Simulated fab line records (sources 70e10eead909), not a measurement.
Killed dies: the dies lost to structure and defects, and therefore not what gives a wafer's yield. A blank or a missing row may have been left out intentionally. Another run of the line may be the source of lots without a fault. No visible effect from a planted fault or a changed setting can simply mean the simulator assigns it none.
Which tool did it? | flow nand-harc | Sampling: 14 lots, 42 wafers, 4 of 1302 route steps

== WHAT THE GAUGES READ, wafer by wafer ==
NHARC_P_M2_CD_MEAS_09: target cd 170 nm. Usual: 169.6 nm for cd-nm, sd 0.5.
lot  | measured     | on        | cd-nm (nm)        | flag
L224 | day 6 10:13  | cd-sem-01 | 169.4 170.2 169.9 |
L226 | day 7 05:49  | cd-sem-02 | 169.1 168.9 169.1 |
L229 | day 8 08:49  | cd-sem-02 | 170.3 169.6 169.8 |
L230 | day 8 20:47  | cd-sem-01 | 169.8 170.3 169.1 |
L231 | day 9 12:50  | cd-sem-02 | 169.1 169.3 169.8 |
L232 | day 9 18:35  | cd-sem-02 | 169.6 170.0 169.1 |
L233 | day 10 17:03 | cd-sem-01 | 168.6 170.1 169.6 |
L235 | day 10 23:16 | cd-sem-01 | 169.6 169.0 169.1 |
L234 | day 11 01:20 | cd-sem-01 | 170.2 170.8 169.9 |
L238 | day 12 08:48 | cd-sem-01 | 170.1 169.8 169.9 |
L237 | day 12 09:44 | cd-sem-01 | 170.2 169.5 169.4 |
L239 | day 12 13:38 | cd-sem-01 | 142.1 141.8 141.8 | OFF
L242 | day 13 19:02 | cd-sem-03 | 149.2 148.7 148.2 | OFF
L247 | day 15 20:16 | cd-sem-01 | 170.0 169.7 169.8 |

== TOOL THAT RAN EACH LOT (tool first, then ch and the chambers of the sampled wafers, then the start) ==
lot  | NHARC_P_M1_ETCH_35                 | NHARC_P_M1_PVD_21                       | NHARC_P_M2_EXPOSE_06
L224 | rie-diel-11 ch 0,1, day 6 06:21    | pvd-sputter-03, day 6 10:05 or earlier  | arfi-scanner-02 ch 0, day 6 10:05
L226 | rie-diel-11 ch 0,1, day 7 01:58    | pvd-sputter-03, day 7 05:41 or earlier  | arfi-scanner-01 ch 0, day 7 05:41
L229 | rie-diel-11 ch 2,3, day 8 04:54    | pvd-sputter-02, day 8 08:40 or earlier  | arfi-scanner-02 ch 0, day 8 08:40
L230 | rie-diel-11 ch 0,1,3, day 8 16:54  | pvd-sputter-01, day 8 20:39 or earlier  | arfi-scanner-01 ch 0, day 8 20:39
L231 | rie-diel-13 ch 0,2, day 9 08:57    | pvd-sputter-02, day 9 12:41 or earlier  | arfi-scanner-02 ch 0, day 9 12:41
L232 | rie-diel-13 ch 2,3, day 9 14:40    | pvd-sputter-01, day 9 18:27 or earlier  | arfi-scanner-03 ch 0, day 9 18:27
L233 | rie-diel-13 ch 1,3, day 10 13:07   | pvd-sputter-03, day 10 16:55 or earlier | arfi-scanner-02 ch 0, day 10 16:55
L235 | rie-diel-13 ch 0,1,2, day 10 19:31 | pvd-sputter-01, day 10 23:07 or earlier | arfi-scanner-02 ch 0, day 10 23:07
L234 | rie-diel-13 ch 1,2,3, day 10 21:28 | pvd-sputter-03, day 11 01:11 or earlier | arfi-scanner-01 ch 0, day 11 01:11
L238 | rie-diel-11 ch 2,3, day 12 04:22   | pvd-sputter-01, day 12 08:40 or earlier | arfi-scanner-01 ch 0, day 12 08:40
L237 | rie-diel-13 ch 1,2,3, day 12 05:50 | pvd-sputter-01, day 12 09:36 or earlier | arfi-scanner-01 ch 0, day 12 09:36
L239 | rie-diel-11 ch 1,2, day 12 09:52   | pvd-sputter-01, day 12 13:29 or earlier | arfi-scanner-01 ch 0, day 12 13:29
L242 | rie-diel-11 ch 0,1,3, day 13 15:10 | pvd-sputter-02, day 13 18:54 or earlier | arfi-scanner-01 ch 0, day 13 18:54
L247 | rie-diel-13 ch 0,3, day 15 16:26   | pvd-sputter-02, day 15 20:07 or earlier | arfi-scanner-02 ch 0, day 15 20:07
- NHARC_P_M1_ETCH_35: etches the open film in N2/H2, target depth 40 nm, overetch 12 nm, time 43.94 s.
- NHARC_P_M1_PVD_21: deposits Cu, target thk 30 nm, time 20.49 s.
- NHARC_P_M2_EXPOSE_06: exposes mask P M2, target cd 170 nm.

== WHAT THE TOOLS THEMSELVES READ (means of the sampled wafers that have a number; where no wafer has one, the mark that the record gives instead) ==
NHARC_P_M1_ETCH_35. Usual: chamber-pressure-mTorr 30.000 mTorr, standard deviation 0.026; drypump-motor-current-A 5.7 A, standard deviation 0.53; oes-product-au 1.003 a.u., standard deviation 0.011; rf-vpp-V 430.2 V, standard deviation 2.6; showerhead-plenum-p-Torr 2.02 Torr, standard deviation 0.09; throttle-valve-pct 14.172 %, standard deviation 0.0091.
lot  | tool        | chamber-pressure-mTorr (mTorr) | drypump-motor-current-A (A) | oes-product-au (a.u.) | rf-vpp-V (V) | showerhead-plenum-p-Torr (Torr) | throttle-valve-pct (%) | flag
L224 | rie-diel-11 | 30.001                         | 5.5                         | 1.012                 | 429.4        | 1.97                            | 14.173                 |
L226 | rie-diel-11 | 29.977                         | 5.5                         | 1.008                 | 429.2        | 1.97                            | 14.163                 |
L229 | rie-diel-11 | 29.991                         | 5.9                         | 0.990                 | 430.1        | 2.01                            | 14.179                 |
L230 | rie-diel-11 | 29.986                         | 5.8                         | 1.000                 | 429.3        | 1.99                            | 14.178                 |
L231 | rie-diel-13 | 30.006                         | 5.4                         | 1.002                 | 428.3        | 1.95                            | 14.176                 |
L232 | rie-diel-13 | 29.963                         | 6.0                         | 0.995                 | 432.3        | 2.08                            | 14.172                 |
L233 | rie-diel-13 | 29.982                         | 6.3                         | 1.002                 | 432.6        | 2.11                            | 14.177                 |
L235 | rie-diel-13 | 29.989                         | 5.8                         | 1.002                 | 429.3        | 1.98                            | 14.165                 |
L234 | rie-diel-13 | 30.009                         | 6.0                         | 1.005                 | 430.4        | 2.05                            | 14.169                 |
L238 | rie-diel-11 | 29.990                         | 5.3                         | 0.999                 | 430.7        | 2.03                            | 14.168                 |
L237 | rie-diel-13 | 29.984                         | 6.1                         | 1.002                 | 431.2        | 2.05                            | 14.168                 |
L239 | rie-diel-11 | 30.018                         | 5.3                         | 1.007                 | 428.7        | 1.95                            | 14.175                 |
L242 | rie-diel-11 | 29.985                         | 5.8                         | 1.011                 | 429.7        | 1.99                            | 14.177                 |
L247 | rie-diel-13 | 30.017                         | 5.7                         | 1.013                 | 430.4        | 2.04                            | 14.166                 |

NHARC_P_M1_PVD_21. Usual: 30.4 % for throttle-valve-pct, sd 0.74.
lot  | tool           | throttle-valve-pct (%) | flag
L224 | pvd-sputter-03 | 29.9                   |
L226 | pvd-sputter-03 | 29.8                   |
L229 | pvd-sputter-02 | 31.1                   |
L230 | pvd-sputter-01 | 30.3                   |
L231 | pvd-sputter-02 | 31.0                   |
L232 | pvd-sputter-01 | 30.3                   |
L233 | pvd-sputter-03 | 29.2                   |
L235 | pvd-sputter-01 | 30.2                   |
L234 | pvd-sputter-03 | 30.1                   |
L238 | pvd-sputter-01 | 30.2                   |
L237 | pvd-sputter-01 | 30.2                   |
L239 | pvd-sputter-01 | 29.9                   |
L242 | pvd-sputter-02 | 30.8                   |
L247 | pvd-sputter-02 | 31.0                   |

NHARC_P_M2_EXPOSE_06. Usual: exposure-dose-mJ-cm2 80.64, standard deviation 0.1; reticle-temp-C 23.00 C, standard deviation 0.12; stage-vel-mm-s 500.03 mm/s, standard deviation 0.24.
lot  | tool            | exposure-dose-mJ-cm2 | reticle-temp-C (C) | stage-vel-mm-s (mm/s) | flag
L224 | arfi-scanner-02 | 80.75                | 22.97              | 500.08                |
L226 | arfi-scanner-01 | 80.71                | 22.91              | 500.24                |
L229 | arfi-scanner-02 | 80.68                | 23.03              | 499.91                |
L230 | arfi-scanner-01 | 80.68                | 23.04              | 499.81                |
L231 | arfi-scanner-02 | 80.57                | 23.07              | 500.09                |
L232 | arfi-scanner-03 | 80.78                | 23.29              | 500.06                |
L233 | arfi-scanner-02 | 80.64                | 23.21              | 500.22                |
L235 | arfi-scanner-02 | 80.61                | 23.01              | 500.06                |
L234 | arfi-scanner-01 | 80.77                | 22.96              | 500.08                |
L238 | arfi-scanner-01 | 80.73                | 22.97              | 499.84                |
L237 | arfi-scanner-01 | 80.82                | 22.95              | 499.96                |
L239 | arfi-scanner-01 | 50.26                | 23.02              | 499.82                | OFF
L242 | arfi-scanner-01 | 56.45                | 23.00              | 500.04                | OFF
L247 | arfi-scanner-02 | 80.55                | 22.98              | 499.76                |

== THE ANSWER, worked out from the rows above alone ==
Rule: a lot counts as off when the mean over its wafers that have a number is more than 3 standard deviations away from the usual mean. A lot without any number at a reading at which 4 lots or more have one is off too. The other lots that the step has rows for count as sound. First the gauges in route order, then the tools' own readings, where a lot's mean is used as printed above. At the first step where some lot is off, the reading lying furthest off is the one used; lots without a number count as furthest.
Off, at NHARC_P_M2_CD_MEAS_09 on cd-nm: L239, L242.
If a tool, at a process step before that reading, ran all the lots that are off and no sound lot after the first of them, it fits. The gauges at NHARC_P_M2_CD_MEAS_09 aren't tried: what is off there is off at NHARC_P_M2_EXPOSE_06 too, on other tools, and a gauge's error can't cause that. NHARC_P_M1_PVD_21 gives no start for some lots, so the hours and the order of its lots are those of NHARC_P_M2_EXPOSE_06. This does not decide it: 2 tools fit, namely rie-diel-11 at NHARC_P_M1_ETCH_35 and arfi-scanner-01 at NHARC_P_M2_EXPOSE_06.

== WHAT HAD BEEN PUT IN BY THE SIMULATOR ==
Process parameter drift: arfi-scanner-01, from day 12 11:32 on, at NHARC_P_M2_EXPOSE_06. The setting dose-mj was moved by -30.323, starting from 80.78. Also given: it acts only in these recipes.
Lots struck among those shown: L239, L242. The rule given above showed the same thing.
